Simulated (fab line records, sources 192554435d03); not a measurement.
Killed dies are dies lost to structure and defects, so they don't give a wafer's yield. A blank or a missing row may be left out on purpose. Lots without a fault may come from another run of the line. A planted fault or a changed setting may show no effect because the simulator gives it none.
Which tool did it? | flow n5_finfet | 10 lots, 28 wafers sampled, at 4 steps of a route of 1938

WHAT THE GAUGES READ, wafer by wafer
N5_BEOL_M4_RC_MEAS_101.
lot  | measured     | on        | CJ_N
L493 | day 9 01:08  | prober-01 | 4.29 4.22 4.34
L495 | day 9 08:10  | prober-01 | 4.31 4.38 4.33
L496 | day 9 14:32  | prober-01 | 4.34 4.37 4.41
L499 | day 10 08:52 | prober-01 | 2.58 4.40
L500 | day 10 19:06 | prober-01 | 2.58 4.29 2.58
L502 | day 11 14:51 | prober-02 | 4.44 2.57
L509 | day 12 23:14 | prober-01 | 4.45 4.40 4.36
L512 | day 13 16:11 | prober-01 | 4.36 4.32 4.40
L513 | day 13 21:23 | prober-01 | 4.42 4.44 4.41
L515 | day 14 08:29 | prober-01 | 4.50 4.51 4.51

WHICH TOOL RAN EACH LOT (tool, then ch and the chambers of the sampled wafers, then the start)
lot  | N5_SD_EPI_N_SD_RECESS_17        | N5_BEOL_M4_DEGAS_44          | N5_BEOL_M4_ANNEAL_89
L493 | rie_si-03 ch 0,1,3, day 3 05:43 | pvd_sputter-01, day 8 21:20  | pvd_sputter-02, day 8 23:13
L495 | rie_si-03 ch 1,2,3, day 3 18:05 | pvd_sputter-01, day 9 04:36  | pvd_sputter-02, day 9 06:16
L496 | rie_si-03 ch 2,3, day 4 02:39   | pvd_sputter-03, day 9 08:39  | pvd_sputter-02, day 9 10:14
L499 | rie_si-03 ch 0,3, day 4 19:31   | pvd_sputter-02, day 10 05:02 | pvd_sputter-01, day 10 06:37
L500 | rie_si-03 ch 1,3, day 4 23:56   | pvd_sputter-01, day 10 15:35 | pvd_sputter-03, day 10 17:12
L502 | rie_si-03 ch 1,3, day 5 13:31   | pvd_sputter-01, day 11 10:34 | pvd_sputter-03, day 11 12:13
L509 | rie_si-06 ch 1,2, day 7 12:58   | pvd_sputter-02, day 12 19:43 | pvd_sputter-02, day 12 21:20
L512 | rie_si-06 ch 0,1,2, day 8 02:03 | pvd_sputter-03, day 13 06:35 | pvd_sputter-03, day 13 08:12
L513 | rie_si-06 ch 1,2, day 8 08:07   | pvd_sputter-02, day 13 16:39 | pvd_sputter-01, day 13 19:07
L515 | rie_si-06 ch 0,3, day 8 22:25   | pvd_sputter-03, day 14 04:46 | pvd_sputter-02, day 14 06:28
- N5_SD_EPI_N_SD_RECESS_17: chemistry HBr/Cl2/O2, target depth 41 nm, time 23.7 s, bt time 3 s.
- N5_BEOL_M4_DEGAS_44: time 60 s.
- N5_BEOL_M4_ANNEAL_89: time 240 s.

THE ANSWER, worked out from the rows above alone
Rule: what is usual is taken from the lots themselves. Put in order of their means at a reading, lots are off if they are a third of the lots or fewer, leave a main group of 4 or more, and stand apart from it by a gap of 3 or more times the standard deviation of the main group's means; of several such gaps the widest counts. A main group whose means are all the same, to the digits that the tables above print for the reading, isn't used. A lot without any number at a reading at which 4 lots or more have one is off too. The other lots that the step has rows for count as sound.
Off: L499, L500, L502, at N5_BEOL_M4_RC_MEAS_101 (CJ_N). The main group: mean 4.38, standard deviation 0.065.
A tool fits if, at a process step before that reading, it ran every lot that is off, and no sound lot after the first of them. The gauges at N5_BEOL_M4_RC_MEAS_101 are tried like those tools. One fits: rie_si-03 at N5_SD_EPI_N_SD_RECESS_17. Its last sound lot is L496 (day 4 02:39), its first lot that is off L499 (day 4 19:31): a fault that began between those two fits.

WHAT THE SIMULATOR HAD PUT IN
Process parameter drift: rie_si-03, from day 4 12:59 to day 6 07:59, at N5_SD_EPI_N_SD_RECESS_17. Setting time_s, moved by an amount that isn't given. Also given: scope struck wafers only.
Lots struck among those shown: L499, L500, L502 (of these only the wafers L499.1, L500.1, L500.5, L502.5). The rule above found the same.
